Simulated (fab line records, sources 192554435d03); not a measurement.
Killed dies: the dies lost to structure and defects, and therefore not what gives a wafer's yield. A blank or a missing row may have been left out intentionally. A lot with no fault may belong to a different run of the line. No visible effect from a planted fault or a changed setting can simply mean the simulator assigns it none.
What tool caused it? -- flow n5Finfet -- 72 wafers from 24 lots sampled at 3 of the route's 1938 steps

WHAT THE GAUGES READ, wafer by wafer
N5_BEOL_M7_THK_MEAS_01. Usual: for M7_ILD_THK the level is 155.3 nm and the standard deviation is 1.6.
lot,measured,on,M7_ILD_THK (nm),flag
L074,day 9 03:47,filmMetro-01,154.8 157.4 157.8,
L076,day 9 14:18,filmMetro-02,153.5 155.3 156.0,
L075,day 10 10:45,filmMetro-02,155.9 155.7 155.9,
L078,day 10 12:43,filmMetro-01,153.5 155.8 155.7,
L077,day 10 20:44,filmMetro-02,154.2 156.5 154.9,
L083,day 11 12:54,filmMetro-01,154.1 154.0 156.6,
L079,day 11 14:19,filmMetro-01,153.8 155.1 152.0,
L081,day 11 17:20,filmMetro-01,153.6 155.0 156.6,
L080,day 11 20:52,filmMetro-01,154.1 155.2 157.7,
L082,day 12 09:17,filmMetro-02,155.0 155.3 158.1,
L084,day 12 09:40,filmMetro-02,154.0 157.6 157.3,
L087,day 12 10:07,filmMetro-01,154.1 157.4 157.0,
L085,day 12 22:37,filmMetro-02,153.2 157.0 156.4,
L086,day 13 05:19,filmMetro-02,153.4 152.6 156.4,
L090,day 13 08:59,filmMetro-01,154.6 157.7 155.0,
L088,day 13 10:55,filmMetro-01,153.4 155.2 152.9,
L089,day 13 18:19,filmMetro-01,154.6 157.1 155.0,
L091,day 14 08:58,filmMetro-01,155.8 155.7 157.8,
L092,day 14 12:39,filmMetro-02,154.8 155.3 156.7,
L093,day 14 14:16,filmMetro-02,153.8 156.3 155.9,
L096,day 14 16:49,filmMetro-02,153.9 152.8 157.6,
L094,day 14 19:13,filmMetro-01,153.9 156.0 156.5,
L095,day 14 23:56,filmMetro-02,154.9 157.8 157.6,
L097,day 15 16:36,filmMetro-01,154.2 156.9 156.1,

N5_BEOL_M7_INSPECT_30: inspects for defects (brightfield). Usual: rawDefectCount 462, standard deviation 120.
lot,measured,on,rawDefectCount,flag
L074,day 9 06:42,defectInspect-01,392 371 468,
L076,day 9 18:44,defectInspect-01,536 502 447,
L075,day 10 13:53,defectInspect-02,302 458 374,
L078,day 10 16:48,defectInspect-01,720 616 452,
L077,day 11 03:16,defectInspect-01,419 343 389,
L083,day 11 15:51,defectInspect-02,444 365 666,
L079,day 11 18:51,defectInspect-01,326 445 337,
L081,day 12 00:16,defectInspect-01,287 363 330,
L080,day 12 05:26,defectInspect-01,359 430 375,
L082,day 12 14:52,defectInspect-02,358 395 481,
L084,day 12 14:47,defectInspect-02,466 571 439,
L087,day 12 14:57,defectInspect-02,780 459 604,
L085,day 13 02:01,defectInspect-01,494 692 444,
L086,day 13 08:17,defectInspect-02,324 344 319,
L090,day 13 14:05,defectInspect-02,500 491 688,
L088,day 13 14:14,defectInspect-01,532 569 569,
L089,day 13 22:11,defectInspect-01,250 263 353,
L091,day 14 12:29,defectInspect-02,692 561 392,
L092,day 14 14:58,defectInspect-01,390 402 331,
L093,day 14 18:37,defectInspect-02,454 516 492,
L096,day 14 21:44,defectInspect-01,353 504 393,
L094,day 14 21:53,defectInspect-01,458 482 237,
L095,day 15 01:53,defectInspect-02,416 541 506,
L097,day 15 21:53,defectInspect-02,522 746 602,

TOOL THAT RAN EACH LOT (tool first, then ch and the chambers of the sampled wafers, then the start)
lot,N5_BEOL_M7_PECVD_70
L074,"pecvd-04 ch 0,2, day 9 03:49"
L076,"pecvd-04 ch 0,1, day 9 14:20"
L075,"pecvd-02 ch 0,1,2, day 10 10:47"
L078,"pecvd-01 ch 1,2, day 10 12:44"
L077,"pecvd-02 ch 0,1,2, day 10 20:47"
L083,"pecvd-01 ch 0,2, day 11 12:58"
L079,"pecvd-02 ch 0,1,2, day 11 14:22"
L081,"pecvd-01 ch 0,1, day 11 17:23"
L080,"pecvd-02 ch 0,1,2, day 11 20:54"
L082,"pecvd-04 ch 0,2, day 12 09:19"
L084,"pecvd-02 ch 0,1, day 12 09:43"
L087,"pecvd-01 ch 0,2, day 12 10:08"
L085,"pecvd-02 ch 0,1, day 12 22:39"
L086,"pecvd-02 ch 0,2, day 13 05:21"
L090,"pecvd-01 ch 0,1,2, day 13 09:01"
L088,"pecvd-04 ch 0,1,2, day 13 10:58"
L089,"pecvd-02 ch 0,2, day 13 18:22"
L091,"pecvd-02 ch 1,2, day 14 09:01"
L092,"pecvd-01 ch 0,1,2, day 14 12:41"
L093,"pecvd-04 ch 1,2, day 14 14:17"
L096,"pecvd-04 ch 0,2, day 14 16:52"
L094,"pecvd-01 ch 0,1, day 14 19:15"
L095,"pecvd-01 ch 0,1, day 14 23:59"
L097,"pecvd-01 ch 0,1, day 15 16:38"
- N5_BEOL_M7_PECVD_70: deposits SiO2 from TEOS/O2, target thk 20 nm, time 22.7 s.

AS READ BY THE TOOLS THEMSELVES (means over the sampled wafers that have a number; for cases with no such wafer, the mark the record gives instead)
N5_BEOL_M7_PECVD_70. Usual: heaterPowerW 696 W, standard deviation 92; showerheadPlenumPTorr 8.78 Torr, standard deviation 0.084; throttleValvePct 22.8 %, standard deviation 1.1.
lot,tool,heaterPowerW (W),showerheadPlenumPTorr (Torr),throttleValvePct (%),flag
L074,pecvd-04,512,8.69,25.4,
L076,pecvd-04,596,8.72,22.6,
L075,pecvd-02,658,8.82,23.3,
L078,pecvd-01,732,8.77,22.4,
L077,pecvd-02,723,8.80,23.2,
L083,pecvd-01,813,8.86,22.1,
L079,pecvd-02,702,8.82,23.1,
L081,pecvd-01,811,8.84,23.0,
L080,pecvd-02,747,8.82,23.1,
L082,pecvd-04,569,8.62,22.1,
L084,pecvd-02,643,8.82,23.4,
L087,pecvd-01,767,8.81,21.4,
L085,pecvd-02,738,8.79,23.4,
L086,pecvd-02,703,8.78,22.9,
L090,pecvd-01,728,8.82,22.4,
L088,pecvd-04,593,8.71,22.0,
L089,pecvd-02,752,8.77,22.9,
L091,pecvd-02,710,8.83,23.3,
L092,pecvd-01,790,8.82,22.3,
L093,pecvd-04,509,8.77,20.8,
L096,pecvd-04,579,8.69,21.3,
L094,pecvd-01,779,8.80,23.3,
L095,pecvd-01,780,8.84,23.2,
L097,pecvd-01,777,8.81,23.3,

THE ANSWER, worked out from the rows above alone
Rule: lot off if the mean of its wafers having a number is beyond 3 standard deviations from the usual mean. Also off: a lot with no number at a reading for which 4 or more lots have one. The other lots that the step has rows for count as sound. After the gauges, taken in route order, come the tools' own readings; for these a lot's mean is taken, as printed above. At the first step where some lot is off, the reading lying furthest off is the one used; lots without a number count as furthest.
None of the lots is off at any reading shown; this tells nothing.

WHAT WAS PUT IN BY THE SIMULATOR
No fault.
